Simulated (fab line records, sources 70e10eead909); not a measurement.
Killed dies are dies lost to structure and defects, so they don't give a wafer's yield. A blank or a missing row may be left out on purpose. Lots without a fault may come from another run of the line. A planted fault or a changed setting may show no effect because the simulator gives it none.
Chamber matching | flow nand_harc | NHARC_A_CONTACT_ETCH_90 on rie_diel-08: 4 sister chambers
The step etches the open film in CH3F/O2, target depth 40 nm, time 85.7 s. 8 wafers are shown with their chamber, then 7 later ones without.

WAFERS WITH THEIR CHAMBER
wafer  | chamber | drypump_motor_current_A (A) | showerhead_plenum_p_Torr (Torr)
L552.3 | 1       | 5.9                         | 2.39
L552.4 | 3       | 6.2                         | 2.37
L555.5 | 1       | 5.8                         | 2.38
L554.4 | 2       | 6.0                         | 2.40
L556.1 | 0       | 5.9                         | 2.38
L556.4 | 2       | 6.0                         | 2.40
L563.2 | 0       | 5.9                         | 2.38
L563.3 | 3       | 6.2                         | 2.36

WAFERS WITHOUT THEIR CHAMBER
wafer  | drypump_motor_current_A (A) | showerhead_plenum_p_Torr (Torr)
L563.5 | 6.2                         | 2.36
L565.2 | 5.9                         | 2.38
L565.4 | 6.2                         | 2.36
L565.5 | 6.0                         | 2.40
L566.1 | 5.9                         | 2.38
L566.3 | 5.9                         | 2.38
L566.4 | 6.0                         | 2.40

WHICH CHAMBER EACH WENT THROUGH
wafer  | from the rows above     | in truth
L563.5 | 3                       | 3
L565.2 | can't be placed: 0 or 1 | 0
L565.4 | 3                       | 3
L565.5 | 2                       | 2
L566.1 | can't be placed: 0 or 1 | 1
L566.3 | can't be placed: 0 or 1 | 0
L566.4 | 2                       | 2
Placed correctly: 4 of 7. Can't be placed from these rows: 3 (the true chamber is among the candidates in 3). Placed wrongly: 0.
How it was worked out, from the rows above alone: a wafer's distance from a chamber is the root of the sum, over the readings, of the square of ((its reading less the chamber's mean) divided by the reading's scatter). The wafer belongs to the nearest chamber; if the next one is less than 2 further off, it can't be placed. A chamber's mean is the mean of its shown wafers. The scatter: the root of (the sum of the squares of (reading less its chamber's mean) over the shown wafers, divided by (wafers less chambers)).
